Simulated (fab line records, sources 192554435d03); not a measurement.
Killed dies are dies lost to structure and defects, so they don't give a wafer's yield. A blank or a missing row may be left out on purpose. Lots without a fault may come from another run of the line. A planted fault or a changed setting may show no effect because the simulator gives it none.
fab line records | flow n5_finfet
record lots=4 wafers=12 last_day=18
route steps=1938 shown HKMG_FIN@426 GATE_CUT@465 BEOL_M4@1111 PASSIVATION@1936
lots that met no fault: from a run of the same line without faults
start_h: hours from the record's first day to the start of the lot's first wafer shown | wait_h: hours since the lot's step before | " the same as in the row above | L1.1+2: a row that stands for several wafers | - no value, or no start given | * or withheld: withheld | < > ~ a bound
route shown NAME@n: a module of which the file shows steps, and the number in the route of the first | usual: mean/standard deviation of fault-free wafers | same: alike in all rows | chamber/n: place in a boat | sites: the reading at each site | _std_site: their standard deviation | _edge_site: outer sites' mean less inner sites' | radius_mm: how far each site lies from the wafer's centre | mask NAME#n: copy n | behind: the tool/chamber that last shaped the wafer | hold: why the lot was held/for how many hours/how that ended | device: the transistor (n, p or np) that didn't switch | end of line: the same wafers' tests at the end of the route | a step without rows: its recipe alone | killed: dies lost to structure and defects at the first sort, not the wafer's yield | map: a wafer's dies, x killed, . not, _ none there
set.NAME: the setting as run; set.NAME@STEP: as run at that earlier step | model.NAME: the simulator's own value behind a step, which no gauge read
lots at some steps of the route; a table a step, a row a wafer
services: from which hour (start_h, from the record's first day; less than 0 if before it) a tool's chamber was out of use, for how many hours, and why
## steps
# step N5_HKMG_FIN_SOFTBAKE_07
# recipe temp_c=110 time_s=60 resist=CAR-ArF
# step N5_HKMG_FIN_EXPOSE_09
# recipe mask_id=NWFM na=1.35 source_shape=conventional sigma_outer=0.8 polarization=unpolarized dose_mj=39.25
# step N5_HKMG_FIN_PEB_10
# recipe peb_temp_c=withheld peb_time_s=60 resist=CAR-ArF
# step N5_HKMG_FIN_DEVELOP_11
# recipe develop_time_s=30 developer=TMAH resist=CAR-ArF dev_temp_c=23 rinse_liquid=diw dry=air_spin
# step N5_HKMG_FIN_DESCUM_17
# recipe chemistry=O2 time_s=7.9 source_power_w=50 bias_power_w=20 pressure_mtorr=20 rf_frequency_hz=2.712e+07 temp_c=40 resist=CAR-ArF o2_flow_sccm=225
# step N5_HKMG_FIN_ETCH_31
# recipe chemistry=CF4 target=SiARC target_depth_a=455 mask_material=CAR-ArF time_s=75.8 ion_energy_ev=80 pressure_mtorr=40 source_w=545 bias_w=36 Ar_flow_sccm=100 cf4_flow_sccm=100 ends=cleared
# step N5_HKMG_FIN_ETCH_32
# recipe chemistry=N2/H2 target=SOC target_depth_a=2400 temp_c=40 time_s=300 ion_energy_ev=200 mask_material=SiARC pressure_mtorr=30 source_w=840 bias_w=150 n2_flow_sccm=200 h2_flow_sccm=200
# step N5_HKMG_FIN_STRIP_33
# recipe chemistry=N2/H2 temp_c=40 n2_flow_sccm=200 h2_flow_sccm=200 rf_frequency_hz=6e+07
# step N5_HKMG_FIN_STRIP_34
# recipe chemistry=CF4 resist=SiARC power_w=300 bias_power_w=75 pressure_mtorr=50 cf4_flow_sccm=150 rf_frequency_hz=6e+07
# step N5_HKMG_FIN_ETCH_35
# recipe chemistry=N2/H2 target=SOC target_depth_a=2158 ion_energy_ev=65 bias_w=5 source_w=3000 time_s=243.4 pressure_mtorr=30 n2_flow_sccm=200 h2_flow_sccm=200
# usual drypump_motor_current_A=5.8/0.5 oes_product_au=0.74/0.069 rf_vpp_V=141.6/1.1 run_length_s=266.7/0.41 showerhead_plenum_p_Torr=2.54/0.1 throttle_valve_pct=17.89/0.29
# columns lot.wafer tool chamber start_h wait_h drypump_motor_current_A oes_product_au rf_hours_counter_h rf_vpp_V run_length_s showerhead_plenum_p_Torr throttle_valve_pct model.etch.depth_nm model.HKMG_FIN.feature_depth_nm model.SOC_of_HKMG_FIN_COAT_29.thk_nm
L879.1 rie_diel-06 2 148.59 0.0 6.2 0.69 209 142.2 266.9 2.63 18.05 211.1 211.2 88.6
L879.5 " 3 " " 6.8 0.71 - 143.2 266.4 2.63 17.88 211.1 211.2 88.6
L879.6 " 0 " " 5.9 0.74 - 141.0 266.1 2.64 18.02 215.3 215.2 84.2
L880.1 rie_diel-03 2 156.45 0.0 5.7 0.73 167 141.0 267.2 2.43 17.81 210 210 89.8
L880.2 " 1 " " 5.9 0.80 147 141.2 266.8 2.65 18.40 225.8 225.8 73.6
L880.6 " 3 " " 6.1 0.68 - 140.2 266.5 2.41 17.74 213.9 214 84.4
L881.1 rie_diel-06 1 160.72 0.0 5.2 0.72 190 143.0 189.4 2.63 17.75 151.3 151.2 148.8
L881.2 " 2 " " 6.2 0.68 214 142.5 189.3 2.63 18.05 143.3 143.2 157.8
L881.4 " 0 " " 5.9 0.73 181 141.9 266.6 2.64 18.03 214.4 214.4 85
L885.2 rie_diel-06 1 183.84 0.0 5.2 0.70 197 141.9 189.6 2.62 17.77 150.2 150.2 150
L885.4 " 2 " " 6.2 0.68 220 142.7 267.0 2.63 18.06 211 211 88.8
L885.5 " 2 " " 6.1 0.68 - 142.4 267.2 2.63 18.05 211.5 211.4 87.8
# step N5_HKMG_FIN_STRIP_92
# recipe chemistry=N2/H2 material=SOC time_s=20 power_w=500 temp_c=40 pressure_mtorr=50 rf_frequency_hz=6e+07 bias_power_w=8 h2_frac=0.5 n2_flow_sccm=300 h2_flow_sccm=300
# usual drypump_motor_current_A=5.8/0.5 oes_product_au=0.74/0.069 rf_vpp_V=54.2/0.91 showerhead_plenum_p_Torr=3.36/0.13 throttle_valve_pct=19.1/0.54
# columns lot.wafer tool chamber start_h wait_h drypump_motor_current_A oes_product_au rf_hours_counter_h rf_vpp_V showerhead_plenum_p_Torr throttle_valve_pct model.SOC_of_HKMG_FIN_COAT_29.thk_nm
L879.1 rie_diel-06 2 148.74 0.1 6.2 0.68 209 56.0 3.47 19.6 78.6
L879.5 " 3 " " 6.8 0.70 - 53.3 3.46 19.2 78.8
L879.6 " 0 " " 5.9 0.74 - 55.0 3.48 19.4 74.2
L880.1 rie_diel-03 2 156.60 0.1 5.6 0.73 167 55.1 3.21 19.0 79.6
L880.2 " 1 " " 6.0 0.81 147 53.7 3.50 20.1 63
L880.6 " 3 " " 6.1 0.69 - 53.3 3.18 18.6 74.4
L881.1 rie_diel-06 1 160.87 0.1 5.2 0.72 191 54.2 3.46 18.7 138.2
L881.2 " 2 " " 6.2 0.69 214 53.8 3.47 19.6 147.8
L881.4 " 0 " " 5.9 0.73 181 55.4 3.48 19.4 75
L885.2 rie_diel-06 1 183.99 0.1 5.2 0.71 197 55.3 3.46 18.8 139.6
L885.4 " 2 " " 6.2 0.68 221 55.8 3.47 19.7 78.8
L885.5 " 2 " " 6.2 0.67 - 53.8 3.47 19.6 78
# step N5_HKMG_FIN_WET_ETCH_18
# recipe chemistry=SC1 target=TiN mix=1:1:5 temp_c=* time_s=55 target_depth_nm=5.2 dry=ipa_marangoni rinse_time_s=30 rinse_temp_c=23
# step N5_HKMG_FIN_STRIP_19
# recipe chemistry=N2/H2 power_w=2500 temp_c=300 h2_frac=0.65 time_s=360 pressure_mtorr=withheld n2_flow_sccm=1750 h2_flow_sccm=3250
# step N5_HKMG_FIN_ALD_91
# recipe material=TiN target_thk_a=10 temp_c=400 ald_precursor_family=TiCl4 ald_co_reactant=NH3 pulse_time_s=1 purge_time_s=3 co_reactant_purge_time_s=2 co_reactant_pulse_time_s=2 ald_cycles=47 pressure_torr=3
# step N5_HKMG_FIN_COAT_85
# recipe resist=SOC temp_c=250 time_s=60 spin_rpm=1500 resist_thk_nm=300
# step N5_HKMG_FIN_ETCH_86
# recipe chemistry=N2/H2 target=SOC target_depth_a=3932 stop_on=TiN ion_energy_ev=100 bias_w=61 pressure_mtorr=30 source_w=850 n2_flow_sccm=200 h2_flow_sccm=200
# step N5_HKMG_FIN_STRIP_89
# recipe chemistry=N2/H2 material=SOC time_s=20 power_w=500 temp_c=40 pressure_mtorr=50 rf_frequency_hz=6e+07 bias_power_w=8 h2_frac=0.5 n2_flow_sccm=300 h2_flow_sccm=300
# step N5_HKMG_FIN_WET_ETCH_87
# recipe chemistry=SC1 target=TiN mix=1:2:40 temp_c=50 time_s=154.2 target_depth_nm=4.7 dry=ipa_marangoni rinse_time_s=30 rinse_temp_c=23
# step N5_HKMG_FIN_STRIP_88
# recipe chemistry=N2/H2 power_w=2500 temp_c=300 h2_frac=0.65 time_s=360 pressure_mtorr=withheld n2_flow_sccm=1750 h2_flow_sccm=3250
# step N5_HKMG_FIN_NWFM_ALD_20
# recipe material=TiAlC target_thk_a=20 temp_c=300 ald_precursor_family=TiCl4 ald_co_reactant=TEA pulse_time_s=3 purge_time_s=2 co_reactant_purge_time_s=2 co_reactant_pulse_time_s=10 ald_cycles=7 pressure_torr=3
# step N5_HKMG_FIN_ALD_71
# recipe material=TiN target_thk_a=10 temp_c=400 ald_precursor_family=TiCl4 ald_co_reactant=NH3 pulse_time_s=1 purge_time_s=3 co_reactant_purge_time_s=2 co_reactant_pulse_time_s=2 ald_cycles=47 pressure_torr=3
# step N5_HKMG_FIN_COAT_66
# recipe resist=SOC temp_c=250 time_s=60 spin_rpm=1500 resist_thk_nm=300
# step N5_HKMG_FIN_ETCH_67
# recipe chemistry=N2/H2 target=SOC target_depth_a=3889 stop_on=TiN ion_energy_ev=100 bias_w=61 pressure_mtorr=30 source_w=850 n2_flow_sccm=200 h2_flow_sccm=200
# step N5_HKMG_FIN_STRIP_90
# recipe chemistry=N2/H2 material=SOC time_s=20 power_w=500 temp_c=40 pressure_mtorr=50 rf_frequency_hz=6e+07 bias_power_w=8 h2_frac=0.5 n2_flow_sccm=300 h2_flow_sccm=300
# step N5_HKMG_FIN_WET_ETCH_73
# recipe chemistry=SC1 mix=1:2:40 temp_c=50 time_s=42.3 target_depth_nm=1.3 dry=ipa_marangoni rinse_time_s=30 rinse_temp_c=23
# step N5_HKMG_FIN_ETCHBACK_68
# recipe chemistry=Cl2/Ar stop_on=HfO2 target_depth_a=5 pressure_mtorr=10 icp_w=600 bias_w=60 Cl2_flow_sccm=40 Ar_flow_sccm=60
# step N5_HKMG_FIN_STRIP_69
# recipe chemistry=N2/H2 power_w=2500 temp_c=300 h2_frac=0.65 time_s=360 pressure_mtorr=withheld n2_flow_sccm=1750 h2_flow_sccm=3250
# step N5_HKMG_FIN_ALD_21
# recipe material=TiN target_thk_a=15 temp_c=400 ald_precursor_family=TiCl4 ald_co_reactant=NH3 pulse_time_s=1 purge_time_s=3 co_reactant_purge_time_s=2 co_reactant_pulse_time_s=2 ald_cycles=68 pressure_torr=3
# step N5_HKMG_FIN_ALD_72
# recipe material=W target_thk_a=20 temp_c=300 pressure_torr=7.5 ald_precursor_family=WF6 ald_co_reactant=B2H6 pulse_time_s=1 purge_time_s=2 co_reactant_purge_time_s=2 co_reactant_pulse_time_s=3 ald_cycles=7
# step N5_HKMG_FIN_W_FILL_22
# recipe material=W target_thk_a=600 temp_c=400 pressure_torr=39.4 time_s=18.2
# step N5_HKMG_FIN_PRECLEAN_83
# recipe chemistry=DIW time_s=57.5 temp_c=23
# step N5_HKMG_FIN_SRD_84
# recipe dry_time_s=32 dry=n2_spin spin_rpm=1500
# step N5_HKMG_FIN_CMP_23
# recipe stop_on=SiNx t_overpolish_s=10 post_cmp_clean=rinse_only down_force_psi=4 platen_rpm=50.289 pad_velocity_m_s=1.0006 target_thk_nm=46.326
# step N5_HKMG_FIN_CMP_94
# recipe stop_on=SiNx post_cmp_clean=w_dilute_nh4oh t_overpolish_s=4.7 down_force_psi=4 platen_rpm=50.289 pad_velocity_m_s=1.0006 target_thk_nm=43.299
# step N5_GATE_CUT_ETCHBACK_00
# recipe chemistry=SF6/Cl2 target=W pressure_mtorr=8 icp_w=900 bias_w=80 SF6_flow_sccm=40 Cl2_flow_sccm=60
# step N5_GATE_CUT_ETCH_56
# recipe chemistry=Cl2/Ar target=TiN target_depth_a=216 pressure_mtorr=10 icp_w=600 bias_w=60 Cl2_flow_sccm=40 Ar_flow_sccm=60
# step N5_GATE_CUT_ETCHBACK_30
# recipe chemistry=Cl2/Ar target=TiN target_depth_a=30 mode=isotropic pressure_mtorr=10 icp_w=600 bias_w=60 Cl2_flow_sccm=40 Ar_flow_sccm=60
# step N5_BEOL_M4_RC_MEAS_101
# usual DIBL_N=36.3/1.6 DIBL_P=36.4/2.1 IOFF_N=0.16/0.032 IOFF_N_LIN=0.074/0.012 IOFF_N_LONG=5.54e-05/2.5e-06 IOFF_P=0.22/0.044 ION_N=675/12 ION_P=463/8.3 SS_N=71.6/0.64 SS_P=73.3/0.67 VT_N=250/3.3 VT_N_LONG=274.8/1.9 VT_N_LVT=99/3.1 VT_P=-250/3.7
# columns lot.wafer tool chamber start_h wait_h DIBL_N[mV/V] DIBL_P[mV/V] IOFF_N[nA/um] IOFF_N_LIN[nA/um] IOFF_N_LONG[nA/um] IOFF_P[nA/um] ION_N[uA/um] ION_P[uA/um] SS_N[mV/dec] SS_P[mV/dec] VT_N[mV] VT_N_LONG[mV] VT_N_LVT[mV] VT_P[mV]
L879.1 prober-01 0 279.39 0.0 36.9 37.0 0.15 0.072 5.09e-05 0.22 674 455 71.7 73.8 250 275.4 102 -252
L879.5 " 0 " " 35.9 36.0 0.14 0.067 5.14e-05 0.20 673 460 71.3 72.7 253 275.9 103 -254
L879.6 " 0 " " 35.5 35.3 0.13 0.065 5.22e-05 0.18 665 455 71.0 72.8 254 275.5 103 -255
L880.1 prober-01 0 291.12 0.0 37.7 38.8 0.21 0.090 5.51e-05 0.25 681 462 72.8 74.3 245 273.0 94 -247
L880.2 " 0 " " 39.5 42.2 0.26 0.107 5.63e-05 0.33 704 480 73.4 74.9 245 273.8 91 -244
L880.6 " 0 " " 36.5 38.8 0.19 0.085 5.5e-05 0.25 693 476 72.3 73.4 247 271.0 96 -248
L881.1 prober-02 0 300.26 0.0 35.5 35.0 0.07 0.033 3.5e-05 0.19 457 459 71.4 72.9 270 294.4 120 -247
L881.2 " 0 " " 38.9 39.4 0.10 0.045 3.54e-05 0.25 464 458 72.8 73.9 266 295.4 116 -247
L881.4 " 0 " " 37.8 37.6 0.18 0.081 5.47e-05 0.23 685 468 72.6 73.3 249 274.7 97 -248
L885.2 prober-02 0 323.63 0.2 38.0 39.4 0.10 0.046 3.67e-05 0.27 468 474 71.1 73.8 263 295.2 114 -245
L885.4 " 0 " " 36.5 36.9 0.16 0.074 5.81e-05 0.23 666 464 72.3 73.1 247 277.4 96 -246
L885.5 " 0 " " 35.3 35.1 0.13 0.064 5.82e-05 0.19 668 464 71.1 73.3 255 272.8 100 -249
# step N5_PASSIVATION_PROBE_49
# usual defect_limited_yield=91.4/1.2 killed_at_M0_to_M3=35/11 killed_at_M4_up=14/6 killed_at_contacts=12/6.7 killed_at_front_end=37/9.7 killed_at_other=3.5/2.5 killed_dies=102/15 killed_open=67/12 killed_short=33/7.3 sort_bin_5_function=5.1/0.81 sort_bin_6_memory=3.2/0.65 sort_bin_8_speed=0.00/0.021 sort_n_pass=1078/15 sort_yield_pct=91.4/1.2
# same gross_dies=1180 killed_at_back_side=0 sort_bin_4_leakage[%]=0
# columns lot.wafer tool chamber start_h wait_h defect_limited_yield[%] killed_at_M0_to_M3 killed_at_M4_up killed_at_contacts killed_at_front_end killed_at_other killed_dies killed_open killed_short sort_bin_5_function[%] sort_bin_6_memory[%] sort_bin_8_speed[%] sort_n_pass sort_yield_pct[%]
L879.1 prober-02 - 381.54 0.3 90.3 32 31 19 24 8 114 87 26 6.2 3.4 0 1066 90.3
L879.6 prober-02 - 381.79 0.5 91.9 34 19 6 36 1 96 67 28 5.5 2.4 0 1084 91.9
L880.1 prober-02 - 389.64 0.0 92.1 31 19 5 36 2 93 64 28 5.3 2.4 0 1087 92.1
L880.6 prober-02 - 389.89 0.3 91.9 31 13 18 29 5 96 58 38 4.7 3.3 0 1084 91.9
L881.1 prober-02 - 408.37 0.0 91.5 38 11 23 28 0 100 73 25 5.8 2.5 91.53 0 0
L881.2 prober-02 - 408.42 0.1 90.8 33 15 13 46 1 108 82 26 5.5 3.6 90.85 0 0
L885.2 prober-02 - 425.81 0.1 92.6 32 13 18 21 3 87 56 29 4.8 2.2 92.63 0 0
L885.4 prober-02 - 425.91 0.2 91.0 29 17 26 30 4 106 69 37 5.2 3.3 0 1074 91.0
L885.5 prober-02 - 425.96 0.2 93.3 35 9 7 21 7 79 56 22 4.2 2.2 0 1101 93.3
# killed by level:class
L879.1 MOL_CONTACT_COAG:geometric_particle:open=17 BEOL_M4:geometric_particle:open=14 BEOL_M3:geometric_particle:open=13 STI_FIN_REVEAL:geometric_particle:open=11 BEOL_M0_SAQP:geometric_particle:short=6 BEOL_M1:geometric_particle:open=5 BEOL_M6:geometric_particle:open=5 BEOL_M0_SAQP:geometric_particle:open=4
L879.6 BEOL_M3:geometric_particle:open=13 BEOL_M4:geometric_particle:open=9 STI_FIN_REVEAL:geometric_particle:open=8 BEOL_M1:geometric_particle:open=6 GATE_CUT:geometric_particle:short=5 MOL_CONTACT_COAG:geometric_particle:open=5 BEOL_M2:geometric_particle:open=5 FIN_SAQP:geometric_particle:short=4
L880.1 STI_FIN_REVEAL:geometric_particle:open=10 BEOL_M4:geometric_particle:open=10 BEOL_M0_SAQP:geometric_particle:short=6 FIN_SAQP:geometric_particle:open=5 BEOL_M2:geometric_particle:open=5 MOL_CONTACT_COAG:geometric_particle:open=4 BEOL_M1:geometric_particle:open=4 BEOL_M1:geometric_particle:short=4
L880.6 MOL_CONTACT_COAG:geometric_particle:open=13 FIN_SAQP:geometric_particle:short=5 DUMMY_GATE:geometric_particle:open=5 MOL_CONTACT_COAG:geometric_particle:short=5 BEOL_M3:geometric_particle:open=5 BEOL_M0_SAQP:geometric_particle:open=5 BEOL_M2:geometric_particle:open=5 BEOL_M4:geometric_particle:open=5
L881.1 MOL_CONTACT_COAG:geometric_particle:open=19 FIN_SAQP:geometric_particle:open=11 BEOL_M2:geometric_particle:open=9 BEOL_M0_SAQP:geometric_particle:short=8 BEOL_M1:geometric_particle:open=5 BEOL_M3:geometric_particle:open=5 MOL_CONTACT_COAG:geometric_particle:short=4 BEOL_M0_SAQP:geometric_particle:open=4
L881.2 FIN_SAQP:geometric_particle:open=27 BEOL_M1:geometric_particle:open=18 MOL_CONTACT_COAG:geometric_particle:open=10 FIN_SAQP:geometric_particle:short=9 BEOL_M3:geometric_particle:open=6 BEOL_M2:geometric_particle:open=4 BEOL_M4:geometric_particle:open=4 BEOL_M8:geometric_particle:short=4
L885.2 MOL_CONTACT_COAG:geometric_particle:open=14 BEOL_M2:geometric_particle:open=7 BEOL_M0_SAQP:geometric_particle:open=6 FIN_SAQP:geometric_particle:short=4 MOL_CONTACT_COAG:geometric_particle:short=4 BEOL_M0_SAQP:geometric_particle:short=4 BEOL_M1:geometric_particle:open=4 BEOL_M1:geometric_particle:short=4
L885.4 MOL_CONTACT_COAG:geometric_particle:open=21 BEOL_M0_SAQP:geometric_particle:short=15 BEOL_M4:geometric_particle:open=11 BEOL_M0_SAQP:geometric_particle:open=8 FIN_SAQP:geometric_particle:open=7 FIN_SAQP:geometric_particle:short=7 DUMMY_GATE:geometric_particle:open=6 MOL_CONTACT_COAG:geometric_particle:short=5
L885.5 BEOL_M3:geometric_particle:open=9 MOL_CONTACT_COAG:geometric_particle:open=6 BEOL_M2:geometric_particle:open=6 BEOL_M0_SAQP:geometric_particle:open=5 BEOL_M1:geometric_particle:open=4 BEOL_M4:geometric_particle:open=4 FIN_SAQP:geometric_particle:open=3 GATE_CUT:geometric_particle:open=3
# map L881.2 (x killed, . not)
_________________......x.....________________
______________xx................_____________
___________........................__________
__________...............x.........._________
________.............x.....x........x._______
_______.x..x...............x...........______
______x................x.........x.....x_____
_____x...x..........x......x.....x.......____
____........x..x..........................___
___.........x.x......x.xx..............x...__
___....................x.............x.....__
__.....................................x...._
__.......xx.........x......................._
_....x....x.........x............x...x.......
_.......................................x..xx
_x...............x..........................x
_...................x........x.x.............
_..x..........x........x...............x.....
_.........x..........................x.......
_.........x.x........x................xx..x..
_.....x.x............x..x...............x....
__x.....................................x..._
__...x........xx................x..........._
___...x....................x....x..x.....x.__
___.x.........x.................x..........__
____x..............x......x....x..........___
_____.......x...x.x....x............x....____
______......x...x................x....x._____
_______...x....x.....x...........x....x______
________.x..x..........x.........xx..._______
__________...x......................_________
___________.................x......__________
______________x......x.........._____________
_________________.....x....xx________________
# map L885.4 (x killed, . not)
_________________..x.x.......________________
______________.x................_____________
___________x......x................__________
__________.......................x.._________
________...x....................x....._______
_______..........x.....x..........x....______
______.......x.x.x.....x....x.......x..._____
_____........x...x.......................____
____........x.x.x..........x..............___
___.........x............x.......x.........__
___..........x................x.xx.........__
__..x.................x...x.x..............._
__.........................................._
_x..x.......xx.................x.............
_x..x.x...x.......x.........x................
_.....xxx.................................x..
_......................x..xx.....xx.......x.x
_............................................
_...x.....x.....x...................x........
_.......x..................x.x.......x.......
_.......x.......x.xx...............x.........
__...x.......x........x......x.......x......_
__.....x..x................................._
___..xx................x........x.....x....__
___..x......x.............x.....x........x.__
____...................x.x................___
_____............x......................x____
______...x....................x..xxx...._____
_______................x...............______
________x...........x.....x.x........._______
__________..............xx.........._________
___________.............x..........__________
______________.x.......x.....x.._____________
_________________............________________
## services
# columns tool chamber start_h hours kind
rie_diel-03 2 127.70 2.8 repair
rie_diel-03 0 163.82 - clean
rie_diel-03 0 163.82 - consumable_replace:focus_ring
rie_diel-03 0 163.82 23.9 scheduled_down
rie_diel-03 0 163.82 23.9 vent_cycle
## key
first_sign step=N5_HKMG_FIN_ETCH_35 reading=run_length_s direction=down sigmas=99+ usual=* struck=*
effect step=N5_BEOL_M4_RC_MEAS_101 reading=ION_N direction=down sigmas=18 usual=675 struck=463
effect step=N5_BEOL_M4_RC_MEAS_101 reading=VT_N_LONG direction=up sigmas=10 usual=274.8 struck=295.0
effect step=N5_BEOL_M4_RC_MEAS_101 reading=IOFF_N_LONG direction=down sigmas=7.9 usual=5.54e-05 struck=3.57e-05
effect step=N5_BEOL_M4_RC_MEAS_101 reading=VT_N_LVT direction=up sigmas=5.7 usual=99 struck=117
effect step=N5_BEOL_M4_RC_MEAS_101 reading=VT_N direction=up sigmas=4.9 usual=250 struck=266
effect step=N5_BEOL_M4_RC_MEAS_101 reading=IOFF_N_LIN direction=down sigmas=2.7 usual=0.074 struck=0.041
effect step=N5_BEOL_M4_RC_MEAS_101 reading=IOFF_N direction=down sigmas=2.2 usual=0.16 struck=0.09
effect step=N5_PASSIVATION_PROBE_49 reading=sort_bin_8_speed direction=up sigmas=99+ usual=0.00 struck=91.67
model_effect step=N5_HKMG_FIN_ETCH_35 value=etch.depth_nm without=217.6 struck=148.3
model_effect step=N5_HKMG_FIN_STRIP_92 value=SOC_of_HKMG_FIN_COAT_29.thk_nm without=72.53 struck=141.9
met_at N5_HKMG_FIN_ETCH_35
struck_wafers L881.1,L881.2,L885.2
onset_between 148.59 160.72
fault kind=process_parameter_drift tool=rie_diel-06 chamber=- onset_h=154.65 steps=N5_HKMG_FIN_ETCH_35 channel=time_s offset=* shape=step end_h=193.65 scope=struck_wafers_only acts_in=* stated=*
